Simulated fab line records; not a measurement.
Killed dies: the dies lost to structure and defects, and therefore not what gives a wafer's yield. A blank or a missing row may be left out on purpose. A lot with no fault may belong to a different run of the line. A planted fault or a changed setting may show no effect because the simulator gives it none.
Split-lot experiment + flow n5Finfet + 21 wafers read across 7 lots, on a route 1938 steps long

== THE SPLIT ==
At N5_ZERO_LAYER_PECVD_02 (deposits SiO2 from SiH4/N2O, target thk 10 nm, time 6 s), the setting timeS was moved away from the recipe's 6 s on 9 of the 21 wafers read, by +6.5% to +13.4%. All remaining wafers had this setting at the recipe value.

Reading taken at the split's own step.

== THE READING ==
SiO2_of_ZERO_LAYER_PECVD_02.thkNm (the simulator's own value, which no gauge read), in nm, at N5_ZERO_LAYER_PECVD_02 (deposits SiO2 from SiH4/N2O, target thk 10 nm, time 6 s). There is no usual value for it anywhere in the file. Across the 12 wafers here that went through the recipe, the average is 10.080 nm and the standard deviation 0.19 nm.

| wafer  | tool, chamber at the split | timeS as run, s | against the recipe | SiO2_of_ZERO_LAYER_PECVD_02.thkNm, nm | against lot-mates on the recipe |
|--------|----------------------------|-----------------|--------------------|---------------------------------------|---------------------------------|
| L076.1 | pecvd-03, 0                | 6               | recipe             | 10.24                                 | -                               |
| L076.3 | pecvd-03, 2                | 6.578           | +9.6%              | 11.21                                 | +0.875                          |
| L076.4 | pecvd-03, 0                | 6               | recipe             | 10.43                                 | -                               |
| L079.2 | pecvd-03, 0                | 6.388           | +6.5%              | 10.77                                 | +0.450                          |
| L079.4 | pecvd-03, 0                | 6               | recipe             | 10.32                                 | -                               |
| L079.6 | pecvd-03, 2                | 6.388           | +6.5%              | 10.85                                 | +0.530                          |
| L080.4 | pecvd-03, 2                | 6.802           | +13.4%             | 11.52                                 | +1.561                          |
| L080.5 | pecvd-03, 0                | 6.802           | +13.4%             | 11.55                                 | +1.591                          |
| L080.6 | pecvd-03, 1                | 6               | recipe             | 9.959                                 | -                               |
| L081.1 | pecvd-03, 0                | 6.441           | +7.3%              | 10.92                                 | +0.660                          |
| L081.3 | pecvd-03, 1                | 6.441           | +7.3%              | 10.52                                 | +0.260                          |
| L081.6 | pecvd-03, 0                | 6               | recipe             | 10.26                                 | -                               |
| L089.1 | pecvd-04, 2                | 6               | recipe             | 9.948                                 | -                               |
| L089.4 | pecvd-04, 1                | 6               | recipe             | 10.09                                 | -                               |
| L089.5 | pecvd-04, 2                | 6               | recipe             | 10.13                                 | -                               |
| L093.1 | pecvd-04, 0                | 6               | recipe             | 9.816                                 | -                               |
| L093.2 | pecvd-04, 1                | 6               | recipe             | 9.896                                 | -                               |
| L093.5 | pecvd-04, 1                | 6               | recipe             | 10.02                                 | -                               |
| L094.1 | pecvd-03, 2                | 6.629           | +10.5%             | 11.04                                 | +1.184                          |
| L094.2 | pecvd-03, 1                | 6               | recipe             | 9.856                                 | -                               |
| L094.4 | pecvd-03, 1                | 6.629           | +10.5%             | 10.98                                 | +1.124                          |

FIT RESULTS
A straight line over all 21 wafers: SiO2_of_ZERO_LAYER_PECVD_02.thkNm changes by +0.103 nm for each +1% of timeS; r = +0.95; the points scatter about the line by 0.18 nm.
The same after taking each lot's own level away (the mean of its wafers on the recipe; 21 wafers): +0.105 nm for each +1%; r = +0.96; scatter 0.16 nm.
Per that fit: largest timeS move, reading shift of 1.4 nm.
The span of the lots' own levels, 9.8560 to 10.3350 nm, comes to 2.5 times the standard deviation stated above.
The two slopes are in agreement: the lot-to-lot level therefore moves the slope only a little.
Check: +1.32 nm against its lot-mates is what the line predicts for one of the wafers moved furthest among these (+13.4%) when that wafer is left out of the fit. Against them it came out at +1.56 nm.

== THE FILE'S OWN FIT ==
SiO2_of_ZERO_LAYER_PECVD_02.thkNm changes by +0.101 nm for each +1% of timeS, r = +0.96.
